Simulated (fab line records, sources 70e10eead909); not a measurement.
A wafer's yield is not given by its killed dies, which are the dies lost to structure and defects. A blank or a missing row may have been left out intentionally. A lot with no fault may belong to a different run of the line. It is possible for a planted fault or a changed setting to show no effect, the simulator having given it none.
8D (eight disciplines) problem report, filled in by code :: flow nand_harc :: the parts of the form that need people (team, actions taken, sign-off) are left out

## 1. PROBLEM STATEMENT
heater_power_total_W at NHARC_P_M0_SOFTBAKE_04 reads a mean of 181.60 W on 6 wafers of 2 lots; wafers without a fault read 188.43 W with a standard deviation of 0.13. That is -53 standard deviations from the usual mean.
The step: time 55 s.
First seen on wafer L115.1, day 7 21:00, on litho_track-04. The record has a number at this step for 36 wafers belonging to 12 lots. By rule, "out" or "out of limits" means more than 4 standard deviations away from the usual mean. All remaining wafers that have a number are taken as sound.

## 2. WHAT IT IS; WHAT IT IS NOT
question: which readings at this step
is: heater_power_total_W
is not: resist_line_temp_C

question: which lots
is: L115, L117
is not: L113, L123, L124, L125, L126, L129, L130, L131, L132, L133

question: which wafers of those lots
is: all that have a number
is not: -

question: read on which tools
is: litho_track-04
is not: litho_track-01, litho_track-06

question: when
is: from day 7 21:00
is not: up to then (3 sound wafers); but 27 sound wafers of L123, L124, L125, L126, L129, L130, L131, L132, L133 came after

## 3. THE SUSPECTS, EACH WITH WHAT RULES IT OUT
Counting: a tool stays on the suspect list if, at a process step up to the reading, it processed all lots that are out and no sound lot following the first of them.
- rie_diel-12 at NHARC_P_CONTACT_ETCH_35 (etches the open film in CF4, target depth 39 nm, time 65 s): ruled out as a lasting fault. The sound lots L125, L126 went through it after L115, its earliest lot that is out (day 7 17:35).
- rie_diel-03 at NHARC_P_CONTACT_STRIP_28 (strips in O2): ruled out as a lasting fault. The sound lots L124, L126, L129 went through it after L115, its earliest lot that is out (day 7 18:28).
- litho_track-04 at NHARC_P_M0_SOFTBAKE_04 (time 55 s): ruled out as a lasting fault. The sound lots L123, L125, L132, L133 went through it after L115, its earliest lot that is out (day 7 21:00).
Left after counting: nothing in the record.

## 4. THE CAUSE (what the simulator had put in)
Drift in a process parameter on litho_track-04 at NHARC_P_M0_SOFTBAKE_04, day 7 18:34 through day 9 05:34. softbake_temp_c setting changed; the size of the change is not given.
Counting ruled it out, wrongly.

## 5. THE CHAIN OF EFFECTS, in route order
Each row: a reading whose mean over the struck wafers that have a number lies more than 3 standard deviations from the usual. Only readings whose record carries a usual standard deviation are examined. hours: median over the lots of the time between each lot's start at the first step of this table that gives one and its start at this step. sigmas: the change, counted in usual standard deviations.
hours: 0
step: NHARC_P_M0_SOFTBAKE_04
reading: heater_power_total_W
usual: 188.43 W
on struck wafers: 181.60
change: -6.83
sigmas: -53
Process steps it contains:
- NHARC_P_M0_SOFTBAKE_04: time 55 s.

## 6. WHAT WOULD HAVE CAUGHT IT SOONER
First out-of-limits reading in this record: day 7 21:00, which is 2 hours after fault onset at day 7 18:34.
